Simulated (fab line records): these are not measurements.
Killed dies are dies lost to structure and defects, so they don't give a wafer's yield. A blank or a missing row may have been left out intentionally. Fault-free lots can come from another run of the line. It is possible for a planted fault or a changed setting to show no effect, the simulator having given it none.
Which of the tools did it? | flow n5 finfet | 12 lots with 36 wafers sampled at 4 steps, on a route of 1938 steps

## WHAT THE GAUGES SHOWED, per wafer
N5_BEOL_M11_INSPECT_30: inspects for defects (brightfield).
lot  | measured     | on                | raw defect count
L075 | day 12 01:26 | defect inspect-02 | 424 638 418
L076 | day 13 00:29 | defect inspect-01 | 336 412 291
L079 | day 13 07:23 | defect inspect-01 | 458 455 388
L081 | day 13 17:35 | defect inspect-01 | 388 502 397
L083 | day 14 04:08 | defect inspect-01 | 442 381 440
L086 | day 14 10:22 | defect inspect-02 | 346 362 312
L087 | day 15 01:32 | defect inspect-02 | 312 434 413
L089 | day 15 07:48 | defect inspect-02 | 464 538 490
L091 | day 16 08:04 | defect inspect-01 | 370 442 441
L093 | day 16 10:46 | defect inspect-02 | 333 390 358
L095 | day 16 21:44 | defect inspect-01 | 292 266 303
L097 | day 17 22:32 | defect inspect-02 | 319 321 309

## EACH LOT AND THE TOOL THAT RAN IT (in order: tool; ch and the chambers of the sampled wafers; start)
lot  | N5_BEOL_M10_VIA_ETCH_34            | N5_BEOL_M11_PECVD_70            | N5_BEOL_M11_HM_DEP_02
L075 | rie diel-05 ch 0,1, day 11 16:23   | pecvd-04 ch 1,2, day 11 20:41   | pvd sputter-01, day 11 22:27
L076 | rie diel-02 ch 0,1,3, day 12 13:01 | pecvd-03 ch 0,1,2, day 12 18:49 | pvd sputter-02, day 12 21:43
L079 | rie diel-03 ch 0,2,3, day 12 21:17 | pecvd-02 ch 1,2, day 13 03:01   | pvd sputter-03, day 13 03:49
L081 | rie diel-02 ch 0,1,2, day 13 07:31 | pecvd-04 ch 1,2, day 13 11:23   | pvd sputter-03, day 13 13:44
L083 | rie diel-03 ch 0,2, day 13 19:23   | pecvd-03 ch 0,2, day 13 23:52   | pvd sputter-02, day 14 00:55
L086 | rie diel-03 ch 0,1,2, day 14 04:11 | pecvd-02 ch 0,1, day 14 07:26   | pvd sputter-02, day 14 08:20
L087 | rie diel-03 ch 0,1, day 14 16:45   | pecvd-02 ch 0,2, day 14 21:29   | pvd sputter-01, day 14 22:50
L089 | rie diel-02 ch 0,2,3, day 15 00:28 | pecvd-02 ch 0,1,2, day 15 04:32 | pvd sputter-01, day 15 05:23
L091 | rie diel-05 ch 1,2, day 15 20:32   | pecvd-03 ch 0,1,2, day 16 01:14 | pvd sputter-03, day 16 03:19
L093 | rie diel-02 ch 0,1,2, day 16 02:16 | pecvd-02 ch 1,2, day 16 06:46   | pvd sputter-02, day 16 08:30
L095 | rie diel-02 ch 0,1, day 16 15:29   | pecvd-02 ch 0,2, day 16 18:40   | pvd sputter-01, day 16 19:22
L097 | rie diel-05 ch 0,1, day 17 15:07   | pecvd-03 ch 0,2, day 17 18:43   | pvd sputter-03, day 17 20:12
- N5_BEOL_M10_VIA_ETCH_34: etches SiCOH lowk in C4F6/O2, target depth 184.5 nm, time 69.2 s.
- N5_BEOL_M11_PECVD_70: deposits SiO2 from TEOS/O2, target thk 20 nm, time 22.7 s.
- N5_BEOL_M11_HM_DEP_02: deposits TiN, target thk 20 nm.

## THE ANSWER, worked out from the rows above alone
Rule: what is usual is taken from the lots themselves. Put in order of their means at a reading, lots are off if they are a third of the lots or fewer, leave a main group of 4 or more, and stand apart from it by a gap of 3 or more times the standard deviation of the main group's means; of several such gaps the widest counts. The tables above print the reading to a certain number of digits; a main group whose means all agree to those digits is not used. A lot without any number at a reading at which 4 lots or more have one is off too. Where the step has rows for the other lots, those lots are counted as sound.
Across all readings shown, no lot is off: no conclusion can be drawn from this.

## WHAT THE SIMULATOR PUT IN
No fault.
